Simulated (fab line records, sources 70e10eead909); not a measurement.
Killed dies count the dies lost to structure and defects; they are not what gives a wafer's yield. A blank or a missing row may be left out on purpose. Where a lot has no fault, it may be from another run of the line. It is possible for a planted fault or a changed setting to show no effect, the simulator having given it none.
Chamber matching || flow nandHarc || rieDiel-10 running NHARC_A_STAIRCASE_ETCH_444: 4 sister chambers
The step etches the open film in C4F8/O2, target depth 10200 nm, time 3400 s. 16 wafers are shown with their chamber, then 8 later ones without.

== WAFERS PAIRED WITH THEIR CHAMBERS ==
{"wafer": "L076.2", "chamber": 0, "rfVppV (V)": 804, "chamberPressureMTorr (mTorr)": 25.025, "oesProductAu (a.u.)": 0.911}
{"wafer": "L076.4", "chamber": 1, "rfVppV (V)": 811, "chamberPressureMTorr (mTorr)": 25.016, "oesProductAu (a.u.)": 0.933}
{"wafer": "L076.6", "chamber": 0, "rfVppV (V)": 802, "chamberPressureMTorr (mTorr)": 25.019, "oesProductAu (a.u.)": 0.918}
{"wafer": "L087.3", "chamber": 2, "rfVppV (V)": 802, "chamberPressureMTorr (mTorr)": 24.993, "oesProductAu (a.u.)": 0.955}
{"wafer": "L087.5", "chamber": 3, "rfVppV (V)": 806, "chamberPressureMTorr (mTorr)": 25.040, "oesProductAu (a.u.)": 0.957}
{"wafer": "L087.6", "chamber": 2, "rfVppV (V)": 803, "chamberPressureMTorr (mTorr)": 24.966, "oesProductAu (a.u.)": 0.952}
{"wafer": "L085.1", "chamber": 0, "rfVppV (V)": 802, "chamberPressureMTorr (mTorr)": 25.033, "oesProductAu (a.u.)": 0.956}
{"wafer": "L085.5", "chamber": 1, "rfVppV (V)": 811, "chamberPressureMTorr (mTorr)": 24.982, "oesProductAu (a.u.)": 0.966}
{"wafer": "L085.6", "chamber": 0, "rfVppV (V)": 801, "chamberPressureMTorr (mTorr)": 25.005, "oesProductAu (a.u.)": 0.954}
{"wafer": "L090.1", "chamber": 0, "rfVppV (V)": 800, "chamberPressureMTorr (mTorr)": 24.994, "oesProductAu (a.u.)": 0.926}
{"wafer": "L090.3", "chamber": 2, "rfVppV (V)": 802, "chamberPressureMTorr (mTorr)": 25.017, "oesProductAu (a.u.)": 0.929}
{"wafer": "L090.6", "chamber": 1, "rfVppV (V)": 811, "chamberPressureMTorr (mTorr)": 25.005, "oesProductAu (a.u.)": 0.933}
{"wafer": "L093.1", "chamber": 3, "rfVppV (V)": 804, "chamberPressureMTorr (mTorr)": 24.979, "oesProductAu (a.u.)": 0.963}
{"wafer": "L093.3", "chamber": 1, "rfVppV (V)": 810, "chamberPressureMTorr (mTorr)": 24.909, "oesProductAu (a.u.)": 0.947}
{"wafer": "L093.4", "chamber": 2, "rfVppV (V)": 802, "chamberPressureMTorr (mTorr)": 25.017, "oesProductAu (a.u.)": 0.938}
{"wafer": "L091.1", "chamber": 3, "rfVppV (V)": 806, "chamberPressureMTorr (mTorr)": 24.983, "oesProductAu (a.u.)": 0.926}

SIGNATURES (averages over the wafers above)
{"reading": "rfVppV", "chamber 0": 801.80, "chamber 1": 810.75, "chamber 2": 802.25, "chamber 3": 805.33, "scatter within a chamber": 1.04}
{"reading": "chamberPressureMTorr", "chamber 0": 25.01520, "chamber 1": 24.97800, "chamber 2": 24.99825, "chamber 3": 25.00067, "scatter within a chamber": 0.0317}
{"reading": "oesProductAu", "chamber 0": 0.93300, "chamber 1": 0.94475, "chamber 2": 0.94350, "chamber 3": 0.94867, "scatter within a chamber": 0.0175}
Rule: for each reading, subtract the chamber's mean from the wafer's reading, divide by that reading's scatter and square the result; add these up over the readings and take the root, which gives the wafer's distance from the chamber. The wafer belongs to the nearest chamber; if the next one is less than 2 further off, it can't be placed. The scatter: take each reading less its chamber's mean, square it, sum over the shown wafers, divide by the number of wafers less the number of chambers, and take the root.

== WAFERS WITHOUT THEIR CHAMBER ==
{"wafer": "L091.5", "rfVppV (V)": 805, "chamberPressureMTorr (mTorr)": 24.957, "oesProductAu (a.u.)": 0.932}
{"wafer": "L091.6", "rfVppV (V)": 803, "chamberPressureMTorr (mTorr)": 25.039, "oesProductAu (a.u.)": 0.917}
{"wafer": "L096.2", "rfVppV (V)": 812, "chamberPressureMTorr (mTorr)": 25.052, "oesProductAu (a.u.)": 0.941}
{"wafer": "L096.4", "rfVppV (V)": 803, "chamberPressureMTorr (mTorr)": 25.008, "oesProductAu (a.u.)": 0.927}
{"wafer": "L096.6", "rfVppV (V)": 805, "chamberPressureMTorr (mTorr)": 25.010, "oesProductAu (a.u.)": 0.926}
{"wafer": "L097.1", "rfVppV (V)": 813, "chamberPressureMTorr (mTorr)": 25.021, "oesProductAu (a.u.)": 0.940}
{"wafer": "L097.3", "rfVppV (V)": 803, "chamberPressureMTorr (mTorr)": 25.016, "oesProductAu (a.u.)": 0.922}
{"wafer": "L097.5", "rfVppV (V)": 802, "chamberPressureMTorr (mTorr)": 25.014, "oesProductAu (a.u.)": 0.921}

== EACH ONE'S CHAMBER ==
{"wafer": "L091.5", "from the rows above": "can't be placed: 3 or 2 or 0", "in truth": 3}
{"wafer": "L091.6", "from the rows above": "can't be placed: 0 or 2 or 3", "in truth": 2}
{"wafer": "L096.2", "from the rows above": 1, "in truth": 1}
{"wafer": "L096.4", "from the rows above": "can't be placed: 2 or 0 or 3", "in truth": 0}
{"wafer": "L096.6", "from the rows above": "can't be placed: 3 or 2 or 0", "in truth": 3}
{"wafer": "L097.1", "from the rows above": 1, "in truth": 1}
{"wafer": "L097.3", "from the rows above": "can't be placed: 0 or 2 or 3", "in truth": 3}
{"wafer": "L097.5", "from the rows above": "can't be placed: 0 or 2", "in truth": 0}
Correctly placed: 2 of 8. From these rows, 6 cannot be placed; in 6 the true chamber is one of the candidates. Number placed wrongly: 0.
